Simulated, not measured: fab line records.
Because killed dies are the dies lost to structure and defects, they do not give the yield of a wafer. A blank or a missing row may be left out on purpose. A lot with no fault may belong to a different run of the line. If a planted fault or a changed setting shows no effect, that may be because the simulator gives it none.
Problem report, 8D (eight disciplines) form, completed by code | flow n5Finfet | the parts of the form that need people (team, actions taken, sign-off) are left out

== 1. THE ISSUE ==
etchRfOnTimeS at N5_BEOL_M1_ETCH_77 reads a mean of 8.59 s on 1 wafer of 1 lot; wafers without a fault read 5.18 s with a standard deviation of 0.083. Relative to the usual mean, that is a shift of +41 standard deviations.
The step: etches underlayer in N2/H2, target depth 6.5 nm, time 5.2 s.
The first sign was on wafer L547.3 at day 8 20:10, on rieDiel-05. The record has a number at this step for 23 wafers belonging to 8 lots. By rule, "out" or "out of limits" means more than 4 standard deviations away from the usual mean. All remaining wafers that have a number are taken as sound.

== 2. WHAT IT IS, WHAT IT ISN'T ==
question                    | is               | is not
which readings at this step | etchRfOnTimeS    | drypumpMotorCurrentA, rfFwdPowerW, rfVppV, showerheadPlenumPTorr, throttleValvePct
which lots                  | L547             | L542, L554, L556, L557, L558, L559, L563
which wafers of those lots  | L547.3           | L547.2
read on which tools         | rieDiel-05       | rieDiel-03, rieDiel-04
when                        | from day 8 20:10 | up to then (4 sound wafers); but 18 sound wafers of L554, L556, L557, L558, L559, L563 came after

== 3. WHAT RULES OUT EACH SUSPECT ==
Counting: if a tool at a process step up to the reading ran every lot that is out, it stays a suspect. Sound lots after the first of them don't rule it out here, since some wafers of a struck lot are sound.
- rieDiel-04 at N5_BEOL_M1_ETCH_64 (etches SOC in N2/H2, target depth 75 nm, overetch 15 nm, time 112.5 s): kept. It ran the lot that is out, L547 (day 8 19:11).
- rieDiel-04 at N5_BEOL_M1_STRIP_66 (strips in CF4): kept. It ran the lot that is out, L547 (day 8 19:19).
- rieDiel-05 at N5_BEOL_M1_ETCH_77 (etches underlayer in N2/H2, target depth 6.5 nm, time 5.2 s): kept. It ran the lot that is out, L547 (day 8 20:10); its last sound lot up to then is L542 (day 6 23:34). Its own readings are out on those wafers: etchRfOnTimeS.
- Within rieDiel-04 at N5_BEOL_M1_ETCH_64, the wafers that are out were processed in chamber 2 and their sound lot-mates in chamber 1.
- Within rieDiel-04 at N5_BEOL_M1_STRIP_66, the wafers that are out were processed in chamber 2 and their sound lot-mates in chamber 1.
- Within rieDiel-05 at N5_BEOL_M1_ETCH_77, the wafers that are out were processed in chamber 2 and their sound lot-mates in chamber 3.
Left after counting: rieDiel-04 at N5_BEOL_M1_ETCH_64, rieDiel-04 at N5_BEOL_M1_STRIP_66, rieDiel-05 at N5_BEOL_M1_ETCH_77.

== 4. THE CAUSE (what the simulator had put in) ==
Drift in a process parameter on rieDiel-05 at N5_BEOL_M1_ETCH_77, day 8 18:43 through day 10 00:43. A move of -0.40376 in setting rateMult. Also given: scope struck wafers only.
This tool is one of the 3 suspects left after counting.

== 5. THE EFFECT CHAIN, in route order ==
Each row: a reading where the mean over the struck wafers with a number is more than 3 standard deviations away from the usual. Only readings whose record carries a usual standard deviation are examined. hours: median over the lots of the time between each lot's start at the first step of this table that gives one and its start at this step. sigmas: the change, counted in usual standard deviations.
hours | step               | reading       | usual  | on struck wafers | change | sigmas
0     | N5_BEOL_M1_ETCH_77 | etchRfOnTimeS | 5.18 s | 8.59             | +3.41  | +41
The process steps in it:
- N5_BEOL_M1_ETCH_77: etches underlayer in N2/H2, target depth 6.5 nm, time 5.2 s.
At these later measuring or inspecting steps, every struck wafer for which the step has a row has a number for every such reading, and none has moved that far: N5_BEOL_M4_RC_MEAS_101.

== 6. HOW IT WOULD HAVE BEEN CAUGHT EARLIER ==
In this record the first reading out of limits was taken at day 8 20:10, 1 hour after the fault began at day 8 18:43.
